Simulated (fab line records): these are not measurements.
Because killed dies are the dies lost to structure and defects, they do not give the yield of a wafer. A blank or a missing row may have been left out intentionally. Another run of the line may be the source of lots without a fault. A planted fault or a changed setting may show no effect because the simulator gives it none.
Matching of chambers	flow n5_finfet	3 sister chambers for N5_BEOL_M2_ILD_DEP_00 on pecvd-01
The step deposits SiOC from DEMS/O2, target thk 79 nm, time 15.3 s. 3 wafers are shown with their chamber, then 7 later ones without.

== WAFERS WITH THEIR CHAMBER ==
wafer	chamber	throttle_valve_pct (%)
L191.1	1	11.1
L203.1	0	12.7
L203.3	2	11.3

== WAFERS WITHOUT THEIR CHAMBER ==
wafer	throttle_valve_pct (%)
L203.6	11.2
L205.1	11.1
L205.3	12.6
L205.6	10.9
L206.1	12.9
L206.5	11.0
L206.6	12.6

== WHICH CHAMBER EACH WENT THROUGH ==
wafer	from the rows above	in truth
L203.6	can't be placed: 1 or 2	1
L205.1	can't be placed: 1 or 2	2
L205.3	0	0
L205.6	can't be placed: 1 or 2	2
L206.1	0	0
L206.5	can't be placed: 1 or 2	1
L206.6	0	0
3 of 7 placed correctly. These rows do not allow placing 4 (true chamber among the candidates in 4). 0 placed wrongly.
How it was worked out, from the rows above alone: a wafer's distance from a chamber is the root of the sum, over the readings, of the square of ((its reading less the chamber's mean) divided by the reading's scatter). If the next closest chamber is less than 2 further off than the closest, the wafer can't be placed; otherwise it belongs to the closest. Each chamber's mean is taken over the wafers shown for it. The scatter: with one shown wafer a chamber, the root of the mean of the squares of how far each hidden wafer lies from its nearest shown one.
